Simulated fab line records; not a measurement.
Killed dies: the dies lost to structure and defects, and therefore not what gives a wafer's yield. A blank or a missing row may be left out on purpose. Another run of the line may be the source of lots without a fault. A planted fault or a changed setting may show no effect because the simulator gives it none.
Matching of chambers + flow nand harc + pecvd-04 running NHARC_P_M2_PRE_CLEAN_32: 3 sister chambers
The step time 12 s. 6 wafers are shown with their chamber, then 10 later ones without.

## WAFERS, EACH WITH ITS CHAMBER
| wafer  | chamber | heater power outer w (W) | heater power w (W) |
|--------|---------|--------------------------|--------------------|
| L080.2 | 0       | 251                      | 552                |
| L081.2 | 0       | 286                      | 610                |
| L086.3 | 1       | 374                      | 613                |
| L086.5 | 2       | 351                      | 590                |
| L091.1 | 2       | 369                      | 629                |
| L091.3 | 1       | 368                      | 609                |

## WAFERS WITH NO CHAMBER GIVEN
| wafer  | heater power outer w (W) | heater power w (W) |
|--------|--------------------------|--------------------|
| L091.4 | 385                      | 665                |
| L093.2 | 375                      | 629                |
| L093.4 | 215                      | 512                |
| L093.5 | 383                      | 649                |
| L095.1 | 195                      | 473                |
| L095.3 | 424                      | 720                |
| L095.5 | 444                      | 691                |
| L096.1 | 392                      | 654                |
| L096.3 | 304                      | 529                |
| L096.4 | 302                      | 529                |

## EACH ONE'S CHAMBER
| wafer  | from the rows above     | in truth |
|--------|-------------------------|----------|
| L091.4 | can't be placed: 1 or 2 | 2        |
| L093.2 | can't be placed: 1 or 2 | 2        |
| L093.4 | 0                       | 0        |
| L093.5 | can't be placed: 1 or 2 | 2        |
| L095.1 | 0                       | 0        |
| L095.3 | can't be placed: 1 or 2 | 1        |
| L095.5 | can't be placed: 1 or 2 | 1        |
| L096.1 | can't be placed: 1 or 2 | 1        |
| L096.3 | can't be placed: 0 or 2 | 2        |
| L096.4 | can't be placed: 0 or 2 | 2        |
Correctly placed: 2 of 10. Can't be placed from these rows: 8 (the true chamber is among the candidates in 8). Wrongly placed: 0.
How it was worked out, from the rows above alone: a wafer's distance from a chamber is the root of the sum, over the readings, of the square of ((its reading less the chamber's mean) divided by the reading's scatter). If the next closest chamber is less than 2 further off than the closest, the wafer can't be placed; otherwise it belongs to the closest. The mean given for a chamber averages the wafers shown for that chamber. The scatter: the root of (the sum of the squares of (reading less its chamber's mean) over the shown wafers, divided by (wafers less chambers)).
